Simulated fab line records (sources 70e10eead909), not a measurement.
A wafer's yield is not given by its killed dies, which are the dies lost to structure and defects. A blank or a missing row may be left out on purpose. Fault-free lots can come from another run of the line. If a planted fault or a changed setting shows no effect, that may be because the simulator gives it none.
The same fault as seen by 2 desks / flow nandHarc / every desk sees just its own numbers, and what lay behind them comes last

## AT THE METROLOGY DESK
What the gauges read for every lot (on any tool): the sampled wafers with a number, averaged. Any lot whose mean is over 4 standard deviations away from the usual mean is out of limits and marked OUT; that distance is given in the brackets.
Columns: A = cdNm at NHARC_P_M1_CD_MEAS_09, usual 130.0 nm
lot=L973; first seen here=day 6 01:34; A=129.9
lot=L977; first seen here=day 6 17:53; A=130.2
lot=L980; first seen here=day 7 19:38; A=93.8 (-86) OUT
lot=L982; first seen here=day 8 11:00; A=94.2 (-85) OUT
lot=L988; first seen here=day 10 05:50; A=130.0
lot=L989; first seen here=day 10 07:11; A=130.4
lot=L990; first seen here=day 10 15:51; A=129.6
lot=L992; first seen here=day 10 18:01; A=130.3
lot=L993; first seen here=day 11 02:35; A=130.0
lot=L994; first seen here=day 11 05:12; A=130.0
lot=L995; first seen here=day 11 08:55; A=129.5
lot=L996; first seen here=day 11 13:44; A=130.7
Finding of this desk: L980, L982 out of limits; the first was L980 at day 7 19:38, on cdNm at NHARC_P_M1_CD_MEAS_09. Within limits: L973, L977, L988, L989, L990, L992, L993, L994, L995, L996.

## AT THE TOOL OWNER'S DESK: lithoTrack-01
The tool's own readings at NHARC_P_M1_PEB_07 (peb time 65 s): means of the sampled wafers that have a number, for each lot that ran on this tool. Any lot whose mean is over 4 standard deviations away from the usual mean is out of limits and marked OUT; that distance is given in the brackets.
Columns: A = heaterPowerTotalW at NHARC_P_M1_PEB_07, usual 156.6 W; B = plateTempC at NHARC_P_M1_PEB_07, usual 100.02 C
lot=L973; first seen here=day 6 01:29; A=156.7; B=100.18
lot=L980; first seen here=day 7 19:33; A=253.9 (+99 or more) OUT; B=-
lot=L982; first seen here=day 8 10:55; A=254.1 (+99 or more) OUT; B=-
lot=L992; first seen here=day 10 17:56; A=156.8; B=99.97
Finding of this desk: L980, L982 out of limits; the first was L980 at day 7 19:33, on heaterPowerTotalW at NHARC_P_M1_PEB_07. Within limits: L973, L992.

## PUT TOGETHER
The tool owner's desk could have raised an alarm at day 7 19:33, on L980, L982.
The metrology desk could have raised an alarm at day 7 19:38, on L980, L982.
Every lot named ran NHARC_P_M1_PEB_07 on lithoTrack-01.

## WHAT THE SIMULATOR HAD PUT IN
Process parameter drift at NHARC_P_M1_PEB_07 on lithoTrack-01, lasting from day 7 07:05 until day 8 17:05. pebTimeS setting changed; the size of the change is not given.
Lots struck among those shown: L980, L982.
Delay (hours) between the fault's onset and each desk's first out-of-limits reading: 12 at the tool owner's desk, 13 at the metrology desk.
